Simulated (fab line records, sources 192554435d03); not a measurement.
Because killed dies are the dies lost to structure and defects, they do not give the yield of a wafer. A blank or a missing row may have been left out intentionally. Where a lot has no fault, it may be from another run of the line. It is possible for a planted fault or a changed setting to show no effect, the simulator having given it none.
fab line records	flow n5-finfet
[record] lots = 7	wafers = 16	last-day = 17
route steps=1938 shown WELL_APT@51 PMOS_HMC_CHANNEL_EPI@57 PASSIVATION@1936
lots with no fault: from the same line, run without faults
start-h: hours from the record's first day to the start of the lot's first wafer shown	wait-h: hours since the lot's step before	" same as the row above	L1.1+2: a row that stands for several wafers	- no value, or no start given	* or withheld: withheld	< > ~ a bound
route shown NAME@n: NAME is a module with steps in the file, n the number in the route of the first one	usual: mean/standard deviation of fault-free wafers	same: alike in all rows	chamber/n: place in a boat	sites: each site's reading	_std_site: the values' standard deviation	_edge_site: mean of outer sites minus mean of inner sites	radius-mm: for every site, how far away it sits from the centre of the wafer	mask NAME#n: copy n	behind: the tool/chamber that last shaped the wafer	hold: cause of the lot's hold/its duration in hours/its outcome	device: the n, p or np transistor that did not switch	end of line: tests of these same wafers at the route's end	a step without rows: its recipe alone	killed: the dies lost at the first sort to structure and to defects; this is not the yield of the wafer	map: per-die view of a wafer (x killed, . not killed, _ where there is no die)
set.NAME: the setting as run; set.NAME@STEP: as run at that earlier step	model.NAME: the simulator's own value behind a step, which no gauge read
certain route steps with their lots: each step a table, each wafer a row
services: from which hour (start-h, from the record's first day; less than 0 if before it) a tool's chamber was out of use, for how many hours, and why
[[steps]]
[step N5_WELL_APT_OXIDE_STRIP_42]
[recipe] chemistry = dHF	dilution = 25:1	time-s = 45	temp-c = 25	target = SiO2	target-depth-a = 120
[step N5_WELL_APT_PRECLEAN_36]
[recipe] chemistry = O3/DIW	time-s = 45	temp-c = 22	o3-ppm = 10
[step N5_WELL_APT_PRECLEAN_39]
[recipe] chemistry = dHF	time-s = 60	dilution = 150:1	temp-c = 25
[step N5_WELL_APT_SRD_37]
[recipe] dry = ipa-marangoni	do-ppb = 5	time-s = 30	temp-c = 23	rinse-liquid = diw
[step N5_WELL_APT_EPI_41]
[recipe] material = Si	target-thk-a = 500	temp-c = 650	precursor = SiH4/H2	pressure-torr = 20	time-s = 297.7
[usual] throttle-valve-pct = 11.28/0.27
lot.wafer	tool	chamber	start-h	wait-h	throttle-valve-pct
L847.1	epi-rpcvd-01	0	28.98	0.0	11.42
L847.4	"	0	"	"	11.50
L847.5	"	0	"	"	11.23
L856.1	epi-rpcvd-04	0	82.58	0.0	11.35
L856.5	"	0	"	"	11.58
L856.6	"	0	"	"	11.44
L857.1	epi-rpcvd-02	0	87.95	0.0	10.96
L861.3	epi-rpcvd-04	0	112.85	0.2	11.55
L861.6	"	0	"	"	11.46
L862.4	epi-rpcvd-04	0	118.46	0.3	11.54
L867.1	epi-rpcvd-04	0	148.20	0.0	11.42
L867.3	"	0	"	"	11.38
L867.6	"	0	"	"	11.50
L868.3	epi-rpcvd-01	0	155.36	0.3	11.62
L868.4	"	0	"	"	11.25
L868.6	"	0	"	"	11.40
[step N5_WELL_APT_INSPECT_38]
[recipe] inspect-instrument = darkfield	mode = post-epi
[usual] raw-defect-count = 14/5.3
lot.wafer	tool	chamber	start-h	wait-h	raw-defect-count
L847.1	defect-inspect-01	-	29.81	0.7	14
L847.4	"	-	"	"	16
L847.5	"	-	"	"	17
L856.1	defect-inspect-02	-	83.41	0.7	12
L856.5	"	-	"	"	8
L856.6	"	-	"	"	11
L857.1	defect-inspect-02	-	88.58	0.5	16
L861.3	defect-inspect-01	-	113.28	0.3	12
L861.6	"	-	"	"	17
L862.4	defect-inspect-01	-	118.80	0.2	11
L867.1	defect-inspect-01	-	148.84	0.5	24
L867.3	"	-	"	"	13
L867.6	"	-	"	"	15
L868.3	defect-inspect-01	-	155.93	0.4	14
L868.4	"	-	"	"	22
L868.6	"	-	"	"	17
[step N5_PMOS_HMC_CHANNEL_EPI_HM_DEP_34]
[recipe] material = SiO2	target-thk-a = 360	temp-c = 400	precursor = TEOS/O2	pressure-torr = 6.5	rf-w = 900	teos-flow-sccm = 161.4	gas = O2	flow-sccm = 2650	time-s = 6.9
[usual] heater-power-w = 587/77	showerhead-plenum-p-Torr = 8.35/0.035	showerhead-vpp-V = 1914/110	throttle-valve-pct = 18.4/0.62
lot.wafer	tool	chamber	start-h	wait-h	heater-power-w	showerhead-plenum-p-Torr	showerhead-vpp-V	throttle-valve-pct
L847.1	pecvd-03	0	29.85	0.0	525	8.31	1986	19.2
L847.4	"	0	"	"	525	8.29	2012	19.2
L847.5	"	1	"	"	573	8.38	2036	18.6
L856.1	pecvd-01	1	83.45	0.0	680	8.33	1994	18.8
L856.5	"	2	"	"	596	8.33	1716	16.9
L856.6	"	1	"	"	689	8.35	2001	18.6
L857.1	pecvd-03	0	88.62	0.0	444	8.31	1989	19.3
L861.3	pecvd-03	0	113.32	0.0	549	8.31	2013	19.4
L861.6	"	0	"	"	548	8.28	2032	19.4
L862.4	pecvd-01	0	118.85	0.0	584	8.34	1850	18.2
L867.1	pecvd-03	0	148.87	0.0	486	8.28	2010	19.5
L867.3	"	1	"	"	486	8.36	2013	18.7
L867.6	"	0	"	"	501	8.32	1983	19.5
L868.3	pecvd-03	0	155.97	0.0	506	8.30	2015	19.5
L868.4	"	2	"	"	633	8.41	1834	18.3
L868.6	"	1	"	"	555	8.37	2017	18.8
[step N5_PMOS_HMC_CHANNEL_EPI_COAT_31]
[recipe] resist = BARC	temp-c = 205	time-s = 60	spin-rpm = 1500	resist-thk-nm = 66
[step N5_PMOS_HMC_CHANNEL_EPI_COAT_03]
[recipe] resist = CAR-ArF-block	spin-rpm = 1500	resist-thk-nm = 205
[step N5_PMOS_HMC_CHANNEL_EPI_EBR_05]
[recipe] solvent = PGMEA	ebr-width-mm = 1.5
[step N5_PMOS_HMC_CHANNEL_EPI_SOFTBAKE_04]
[recipe] temp-c = 110	time-s = 60	resist = CAR-ArF-block
[step N5_PMOS_HMC_CHANNEL_EPI_EXPOSE_06]
[recipe] mask-id = PMOS_HMC_BLK	na = 1.35	source-shape = conventional	sigma-outer = 0.8	polarization = unpolarized	target-cd-nm = 240	dose-mj = 41
[step N5_PMOS_HMC_CHANNEL_EPI_PEB_07]
[recipe] peb-temp-c = 110	peb-time-s = 60	resist = CAR-ArF-block
[usual] heater-power-total-W = 175.5/1.6
lot.wafer	tool	chamber	start-h	wait-h	heater-power-total-W
L847.1	litho-track-03	0	30.18	0.1	177.3
L847.4	"	0	"	"	173.9
L847.5	"	0	"	"	177.5
L856.1	litho-track-05	0	83.68	0.1	174.0
L856.5	"	0	"	"	177.4
L856.6	"	0	"	"	175.6
L857.1	litho-track-05	0	88.96	0.1	182.6
L861.3	litho-track-05	0	113.66	0.0	182.0
L861.6	"	0	"	"	182.9
L862.4	litho-track-05	0	119.18	0.0	182.9
L867.1	litho-track-01	0	150.14	0.1	174.7
L867.3	"	0	"	"	174.7
L867.6	"	0	"	"	176.4
L868.3	litho-track-03	0	156.31	0.0	175.9
L868.4	"	0	"	"	176.2
L868.6	"	0	"	"	177.3
[step N5_PMOS_HMC_CHANNEL_EPI_DEVELOP_08]
[recipe] develop-time-s = 30	developer = TMAH	resist = CAR-ArF-block	dev-temp-c = 23	rinse-liquid = diw	dry = air-spin
[step N5_PMOS_HMC_CHANNEL_EPI_CD_MEAS_09]
[recipe] target-cd-nm = 237.4	landing-energy-ev = 500	detector = se-inlens
[usual] cd-nm = 237.7/0.99
lot.wafer	tool	chamber	start-h	wait-h	cd-nm
L847.1	cd-sem-03	0	30.25	-	237.4
L847.4	"	0	"	"	238.0
L847.5	"	0	"	"	237.0
L856.1	cd-sem-01	0	83.74	-	239.3
L856.5	"	0	"	"	237.2
L856.6	"	0	"	"	237.7
L857.1	cd-sem-02	0	89.03	-	234.7
L861.3	cd-sem-03	0	113.73	-	235.6
L861.6	"	0	"	"	236.2
L862.4	cd-sem-02	0	119.24	-	235.9
L867.1	cd-sem-02	0	150.21	-	239.3
L867.3	"	0	"	"	239.1
L867.6	"	0	"	"	238.5
L868.3	cd-sem-02	0	156.38	-	237.4
L868.4	"	0	"	"	237.3
L868.6	"	0	"	"	237.9
[step N5_PMOS_HMC_CHANNEL_EPI_OVL_MEAS_10]
[recipe] points-per-wafer = 44
[usual] PMOS_HMC_BLK_OVL = 0.0/0.71
lot.wafer	tool	chamber	start-h	wait-h	PMOS_HMC_BLK_OVL[nm]
L847.1	overlay-02	0	30.29	0.0	-0.6
L847.4	"	0	"	"	0.3
L847.5	"	0	"	"	-0.4
L856.1	overlay-02	0	83.77	0.0	-0.9
L856.5	"	0	"	"	-0.7
L856.6	"	0	"	"	-0.6
L857.1	overlay-01	0	89.06	0.0	1.0
L861.3	overlay-02	0	113.75	0.0	0.5
L861.6	"	0	"	"	0.7
L862.4	overlay-02	0	119.27	0.0	0.0
L867.1	overlay-01	0	150.24	0.0	-0.3
L867.3	"	0	"	"	0.2
L867.6	"	0	"	"	-0.3
L868.3	overlay-01	0	156.40	0.0	0.2
L868.4	"	0	"	"	-0.4
L868.6	"	0	"	"	0.9
[step N5_PMOS_HMC_CHANNEL_EPI_INSPECT_11]
[recipe] mode = adi	inspect-instrument = macro
[usual] raw-defect-count = 2.0/1.4
lot.wafer	tool	chamber	start-h	wait-h	raw-defect-count
L847.1	defect-inspect-01	-	30.32	0.0	2
L847.4	"	-	"	"	3
L847.5	"	-	"	"	2
L856.1	defect-inspect-01	-	83.80	0.0	1
L856.5	"	-	"	"	1
L856.6	"	-	"	"	2
L857.1	defect-inspect-02	-	89.08	0.0	4
L861.3	defect-inspect-01	-	113.78	0.0	1
L861.6	"	-	"	"	1
L862.4	defect-inspect-01	-	119.30	0.0	2
L867.1	defect-inspect-01	-	150.27	0.0	3
L867.3	"	-	"	"	3
L867.6	"	-	"	"	1
L868.3	defect-inspect-01	-	156.43	0.0	2
L868.4	"	-	"	"	3
L868.6	"	-	"	"	1
[step N5_PMOS_HMC_CHANNEL_EPI_DESCUM_14]
[recipe] chemistry = O2	time-s = 7.9	source-power-w = 50	bias-power-w = 20	pressure-mtorr = 20	rf-frequency-hz = 2.712e+07	temp-c = 40	resist = CAR-ArF-block	o2-flow-sccm = 225
[usual] drypump-motor-current-A = 5.7/0.39	oes-product-au = 0.80/0.079	rf-vpp-V = 243.5/1.2	showerhead-plenum-p-Torr = 2.11/0.044	throttle-valve-pct = 20.4/0.31
lot.wafer	tool	chamber	start-h	wait-h	drypump-motor-current-A	oes-product-au	rf-hours-counter-h	rf-vpp-V	showerhead-plenum-p-Torr	throttle-valve-pct	model.PMOS_HMC_CHANNEL_EPI.cd-nm
L847.1	rie-diel-03	3	30.35	0.0	6.2	0.67	244	243.9	2.16	20.7	237.6
L847.4	"	1	"	"	6.2	0.79	108	245.6	2.20	20.3	238.2
L847.5	"	0	"	"	6.2	0.84	-	241.6	2.03	20.1	237.3
L856.1	rie-diel-05	3	83.83	0.0	5.4	0.77	140	242.1	2.10	20.9	239.3
L856.5	"	3	"	"	5.4	0.77	-	243.1	2.10	20.9	237.4
L856.6	"	2	"	"	5.0	0.95	-	243.9	2.15	19.8	237.5
L857.1	rie-diel-03	2	89.20	0.1	5.5	0.76	117	244.5	2.10	20.3	234.8
L861.3	rie-diel-03	2	113.81	0.0	5.4	0.76	125	243.4	2.10	20.3	235.7
L861.6	"	1	"	"	6.1	0.76	-	245.3	2.19	20.4	236.3
L862.4	rie-diel-01	0	119.33	0.0	5.7	0.78	120	242.4	2.11	20.4	-
L867.1	rie-diel-05	1	150.30	0.0	6.2	0.81	88	244.2	2.12	20.7	239.4
L867.3	"	0	"	"	5.7	0.70	220	242.0	2.08	20.8	238.9
L867.6	"	0	"	"	5.7	0.70	-	243.1	2.08	20.8	238.6
L868.3	rie-diel-01	1	156.79	0.4	5.7	0.85	70	243.5	2.13	20.4	237.2
L868.4	"	0	"	"	5.6	0.77	129	242.5	2.11	20.4	237.3
L868.6	"	2	"	"	5.7	0.86	-	242.6	2.05	20.1	238.3
[step N5_PMOS_HMC_CHANNEL_EPI_ETCH_32]
[recipe] chemistry = N2/H2	target = BARC	stop-on = SiO2	target-depth-a = 858	over-etch-frac = 0.3	time-s = 50.3	ion-energy-ev = 200	mask-material = CAR-ArF-block	pressure-mtorr = 30	source-w = 840	bias-w = 150	n2-flow-sccm = 200	h2-flow-sccm = 200
[step N5_PMOS_HMC_CHANNEL_EPI_HM_OPEN_15]
[recipe] chemistry = CHF3/O2	target = SiO2	mask-material = CAR-ArF-block	target-depth-a = 406	CHF3_flow_sccm = 50	O2_flow_sccm = 5	Ar_flow_sccm = 200	time-s = 20.3	pressure-mtorr = 30	source-w = 650	bias-w = 170	ion-energy-ev = 200
[usual] CHF3_flow_sccm = 49.98/0.16	drypump-motor-current-A = 5.7/0.4	oes_f_703_au = 0.81/0.073	oes_o_777_au = 0.81/0.074	oes-product-au = 0.80/0.079	rf-vpp-V = 523/5.3	showerhead-plenum-p-Torr = 2.43/0.05	throttle-valve-pct = 18.88/0.29
lot.wafer	tool	chamber	start-h	wait-h	CHF3_flow_sccm	drypump-motor-current-A	oes_f_703_au	oes_o_777_au	oes-product-au	rf-hours-counter-h	rf-vpp-V	showerhead-plenum-p-Torr	throttle-valve-pct
L847.1	rie-diel-03	3	30.43	0.0	49.94	6.3	0.68	0.68	0.67	244	521	2.47	19.05
L847.4	"	1	"	"	50.25	6.2	0.79	0.79	0.78	108	530	2.53	18.79
L847.5	"	0	"	"	49.91	6.2	0.84	0.84	0.84	-	521	2.34	18.54
L856.1	rie-diel-05	3	83.91	0.0	49.81	5.4	0.78	0.77	0.77	140	517	2.41	19.33
L856.5	"	3	"	"	50.00	5.4	0.78	0.78	0.77	-	517	2.41	19.33
L856.6	"	2	"	"	49.73	5.0	0.95	0.94	0.94	-	515	2.47	18.30
L857.1	rie-diel-03	2	89.28	0.0	49.73	5.4	0.78	0.77	0.76	117	523	2.43	18.82
L861.3	rie-diel-03	2	113.89	0.0	50.09	5.5	0.78	0.76	0.76	125	524	2.42	18.81
L861.6	"	1	"	"	50.01	6.2	0.76	0.77	0.76	-	529	2.52	18.82
L862.4	rie-diel-01	0	119.40	0.0	49.92	5.6	0.79	0.79	0.78	120	523	2.43	18.87
L867.1	rie-diel-05	1	150.38	0.0	49.97	6.2	0.82	0.82	0.80	88	523	2.43	19.15
L867.3	"	0	"	"	50.03	5.7	0.71	0.71	0.70	220	517	2.38	19.24
L867.6	"	0	"	"	49.96	5.7	0.71	0.72	0.70	-	518	2.39	19.25
L868.3	rie-diel-01	1	156.87	0.0	50.15	5.7	0.84	0.85	0.85	70	534	2.45	18.82
L868.4	"	0	"	"	49.93	5.6	0.79	0.78	0.78	129	521	2.42	18.89
L868.6	"	2	"	"	50.12	5.7	0.85	0.85	0.85	-	528	2.35	18.53
[step N5_PMOS_HMC_CHANNEL_EPI_STRIP_33]
[recipe] chemistry = N2/H2	power-w = 500	temp-c = 40	pressure-mtorr = 50	rf-frequency-hz = 6e+07	overash-fraction = 0.3	bias-power-w = 8	h2-frac = 0.5	n2-flow-sccm = 300	h2-flow-sccm = 300
[usual] drypump-motor-current-A = 5.7/0.39	oes-product-au = 0.81/0.08	rf-vpp-V = 54.3/1.6	showerhead-plenum-p-Torr = 3.39/0.071	throttle-valve-pct = 18.8/0.36
lot.wafer	tool	chamber	start-h	wait-h	drypump-motor-current-A	oes-product-au	rf-hours-counter-h	rf-vpp-V	showerhead-plenum-p-Torr	throttle-valve-pct
L847.1	rie-diel-03	3	30.49	0.0	6.3	0.67	244	57.0	3.45	18.9
L847.4	"	1	"	"	6.1	0.80	108	57.4	3.53	19.0
L847.5	"	0	"	"	6.2	0.82	-	52.6	3.27	18.4
L856.1	rie-diel-05	3	83.97	0.0	5.4	0.78	140	54.1	3.35	19.0
L856.5	"	3	"	"	5.4	0.77	-	55.9	3.35	19.0
L856.6	"	2	"	"	5.0	0.95	-	53.8	3.43	18.0
L857.1	rie-diel-03	2	89.33	0.0	5.4	0.75	117	53.8	3.38	19.2
L861.3	rie-diel-03	2	113.94	0.0	5.5	0.76	125	53.1	3.37	19.2
L861.6	"	1	"	"	6.1	0.76	-	55.7	3.51	19.1
L862.4	rie-diel-01	0	119.46	0.0	5.6	0.78	120	54.5	3.38	19.0
L867.1	rie-diel-05	1	150.43	0.0	6.3	0.81	88	56.1	3.38	19.3
L867.3	"	0	"	"	5.7	0.71	220	53.4	3.32	19.0
L867.6	"	0	"	"	5.7	0.71	-	55.0	3.32	19.0
L868.3	rie-diel-01	1	156.93	0.0	5.8	0.85	70	56.4	3.40	18.7
L868.4	"	0	"	"	5.6	0.77	129	56.0	3.38	19.0
L868.6	"	2	"	"	5.7	0.87	-	54.9	3.27	18.3
[step N5_PMOS_HMC_CHANNEL_EPI_STRIP_17]
[recipe] chemistry = SPM	time-s = 750	temp-c = 130	h2so4-h2o2-vol-ratio = 4	dry = ipa-marangoni
[step N5_PMOS_HMC_CHANNEL_EPI_ETCH_38]
[recipe] chemistry = CF4	target = SiO2	target-depth-a = 15	ion-energy-ev = 350	pressure-mtorr = 10	icp-w = 800	bias-w = 400	cf4-flow-sccm = 80
[usual] drypump-motor-current-A = 5.7/0.52	he-backside-leak-sccm = 2.7/0.34	oes-product-au = 0.992/0.017	throttle-valve-pct = 21.74/0.27
lot.wafer	tool	chamber	start-h	wait-h	drypump-motor-current-A	he-backside-leak-sccm	oes-product-au	rf-hours-counter-h	throttle-valve-pct
L847.1	rie-si-06	0	30.79	0.0	6.6	3.2	1.009	206	21.84
L847.4	"	1	"	"	5.5	2.6	1.001	-	21.52
L847.5	"	3	"	"	5.8	3.0	1.004	-	21.38
L856.1	rie-si-06	3	84.27	0.0	5.8	2.9	0.994	193	21.37
L856.5	"	1	"	"	5.5	4.6	0.990	-	21.52
L856.6	"	0	"	"	6.6	2.8	0.974	-	21.73
L857.1	rie-si-06	0	89.65	0.0	6.6	2.8	0.969	0	21.73
L861.3	rie-si-06	1	114.25	0.0	5.5	2.4	1.005	75	21.51
L861.6	"	2	"	"	6.5	2.6	0.959	-	21.64
L862.4	rie-si-05	0	119.76	0.0	5.9	2.8	1.015	156	22.11
L867.1	rie-si-02	0	150.75	0.0	5.9	2.4	0.995	77	21.43
L867.3	"	2	"	"	5.2	3.0	0.979	174	22.08
L867.6	"	0	"	"	5.9	2.6	1.002	-	21.44
L868.3	rie-si-05	3	157.23	0.0	5.4	2.8	0.995	46	22.19
L868.4	"	0	"	"	5.9	2.8	1.028	156	22.12
L868.6	"	3	"	"	5.3	3.0	0.994	-	22.21
[step N5_PMOS_HMC_CHANNEL_EPI_FIN_RECESS_16]
[recipe] chemistry = HBr/Cl2	target = Si	mask-material = SiO2	target-depth-a = 540	time-s = 18	pressure-mtorr = 10	icp-w = 800	bias-w = 75	HBr_flow_sccm = 150	Cl2_flow_sccm = 80
[usual] drypump-motor-current-A = 5.7/0.52	he-backside-leak-sccm = 2.7/0.36	oes-product-au = 0.993/0.014	throttle-valve-pct = 35.5/0.34
lot.wafer	tool	chamber	start-h	wait-h	drypump-motor-current-A	he-backside-leak-sccm	oes-product-au	rf-hours-counter-h	throttle-valve-pct	model.PMOS_HMC_CHANNEL_EPI.cd-nm
L847.1	rie-si-06	0	30.81	0.0	6.6	3.2	1.014	206	35.6	239.9
L847.4	"	1	"	"	5.5	2.5	1.010	-	35.4	240.2
L847.5	"	3	"	"	5.8	3.2	0.996	-	35.0	240.1
L856.1	rie-si-06	3	84.29	0.0	5.8	3.0	1.002	193	35.1	241.9
L856.5	"	1	"	"	5.5	2.5	0.995	-	35.3	239.8
L856.6	"	0	"	"	6.6	2.8	0.994	-	35.5	239.9
L857.1	rie-si-06	0	89.67	0.0	6.6	2.9	0.996	0	35.5	237.8
L861.3	rie-si-06	1	114.27	0.0	5.5	2.5	1.005	75	35.3	239.2
L861.6	"	2	"	"	6.5	2.5	0.976	-	35.3	239
L862.4	rie-si-05	0	119.78	0.0	5.9	2.7	1.015	156	35.9	238.8
L867.1	rie-si-02	0	150.77	0.0	5.9	2.5	0.985	77	35.0	242
L867.3	"	2	"	"	5.2	3.0	0.984	174	35.8	241
L867.6	"	0	"	"	5.9	2.6	1.006	-	35.0	241.3
L868.3	rie-si-05	3	157.25	0.0	5.3	3.2	0.990	46	36.1	239.2
L868.4	"	0	"	"	5.9	2.9	1.004	156	35.9	239
L868.6	"	3	"	"	5.4	3.2	0.984	-	36.1	240.8
[step N5_PMOS_HMC_CHANNEL_EPI_PRECLEAN_36]
[recipe] chemistry = O3/DIW	time-s = 45	temp-c = 22	o3-ppm = 10
[step N5_PASSIVATION_PROBE_49]
[usual] killed_at_M0_to_M3 = 33/8.9	killed_at_M4_up = 15/5.4	killed-at-contacts = 13/5.8	killed-at-front-end = 39/9.9	killed-at-other = 3.2/2.9	killed-dies = 102/15	killed-open = 68/12	killed-short = 34/7.6
[same] gross-dies = 1180	killed-at-back-side = 0
lot.wafer	tool	chamber	start-h	wait-h	killed_at_M0_to_M3	killed_at_M4_up	killed-at-contacts	killed-at-front-end	killed-at-other	killed-dies	killed-open	killed-short
L847.1	prober-02	-	268.56	0.0	36	17	17	30	0	100	65	35
L847.4	prober-02	-	268.71	0.2	35	11	12	34	4	96	64	32
L847.5	prober-02	-	268.76	0.2	19	16	21	39	0	95	67	28
// killed by level:class
L847.1 MOL_CONTACT_COAG:geometric-particle:open=13 BEOL_M2:geometric-particle:open=11 BEOL_M0:geometric-particle:open=9 BEOL_M4:geometric-particle:open=6 STI_FIN_REVEAL:geometric-particle:open=4 STARTING-WAFER:geometric-particle:short=4 DUMMY_GATE:geometric-particle:short=4 MOL_CONTACT_COAG:geometric-particle:short=4
L847.4 BEOL_M0_SAQP:geometric-particle:short=10 STI_FIN_REVEAL:geometric-particle:open=9 DUMMY_GATE:geometric-particle:open=9 BEOL_M0_SAQP:geometric-particle:open=9 MOL_CONTACT_COAG:geometric-particle:open=8 BEOL_M4:geometric-particle:open=7 FIN_SAQP:geometric-particle:short=4 MOL_CONTACT_COAG:geometric-particle:short=4
L847.5 MOL_CONTACT_COAG:geometric-particle:open=16 STI_FIN_REVEAL:geometric-particle:open=10 FIN_SAQP:geometric-particle:short=8 BEOL_M4:geometric-particle:open=8 MOL_CONTACT_COAG:geometric-particle:short=5 BEOL_M1:geometric-particle:open=5 BEOL_M3:geometric-particle:open=5 FIN_SAQP:geometric-particle:open=4
[[services]]
tool	chamber	start-h	hours	kind
pecvd-01	1	8.37	2.3	repair
rie-si-02	-	14.21	14.6	pm
pecvd-03	-	15.05	0.3	repair
rie-si-06	2	16.86	-	clean
rie-si-06	2	16.86	-	consumable-replace:focus-ring
rie-si-06	2	16.86	25.0	scheduled-down
rie-si-06	2	16.86	25.0	vent-cycle
epi-rpcvd-04	-	35.30	4.4	repair
rie-diel-03	-	37.77	0.8	repair
rie-diel-01	3	39.06	7.1	repair
rie-diel-05	2	40.00	-	clean
rie-diel-05	2	40.00	-	consumable-replace:focus-ring
pecvd-03	-	43.62	0.8	repair
rie-diel-01	1	43.87	7.9	repair
rie-diel-01	0	45.22	2.3	repair
epi-rpcvd-02	-	69.97	0.5	pm
rie-si-02	3	70.82	6.4	repair
pecvd-01	0	78.76	31.7	repair
rie-diel-05	0	106.62	15.8	repair
rie-si-06	-	108.43	0.6	repair
rie-diel-01	0	123.95	6.4	repair
pecvd-01	-	130.28	0.3	repair
epi-rpcvd-01	-	142.96	2.8	pm
epi-rpcvd-04	-	152.48	27.2	pm
[[key]]
[first-sign] step = N5_PMOS_HMC_CHANNEL_EPI_PEB_07	reading = heater-power-total-W	direction = up	sigmas = 4.5	usual = *	struck = *
[effect] step = N5_PMOS_HMC_CHANNEL_EPI_CD_MEAS_09	reading = cd-nm	direction = down	sigmas = 2.1	usual = 237.7	struck = 235.6	through = control-loop
[model-effect] step = N5_PMOS_HMC_CHANNEL_EPI_DESCUM_14	value = PMOS_HMC_CHANNEL_EPI.cd-nm	without = 237.5	struck = 235.6
[model-effect] step = N5_PMOS_HMC_CHANNEL_EPI_FIN_RECESS_16	value = PMOS_HMC_CHANNEL_EPI.cd-nm	without = 240.6	struck = 238.7
met-at N5_PMOS_HMC_CHANNEL_EPI_PEB_07
struck-wafers L857.1,L861.3,L861.6,L862.4
tester-left-out L857,L861,L862
[loop-trim] step = N5_PMOS_HMC_CHANNEL_EPI_EXPOSE_06	setting = dose	lots = L862
onset-between 83.68 88.96
[fault] kind = process-parameter-drift	tool = litho-track-05	chamber = -	onset-h = 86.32	steps = N5_PMOS_HMC_CHANNEL_EPI_PEB_07	channel = peb-time-s	offset = *	shape = step	acts-in = *	stated = *
// tester-left-out: of these lots the tester's yield and bins aren't shown, on N5 and GAA mostly nor the transistor test; their killed dies are dies lost to structure and defects alone, not to doping, threshold or leakage, so they don't give the yield
// loop-trim: a control loop set the setting to another value than it would have without faults
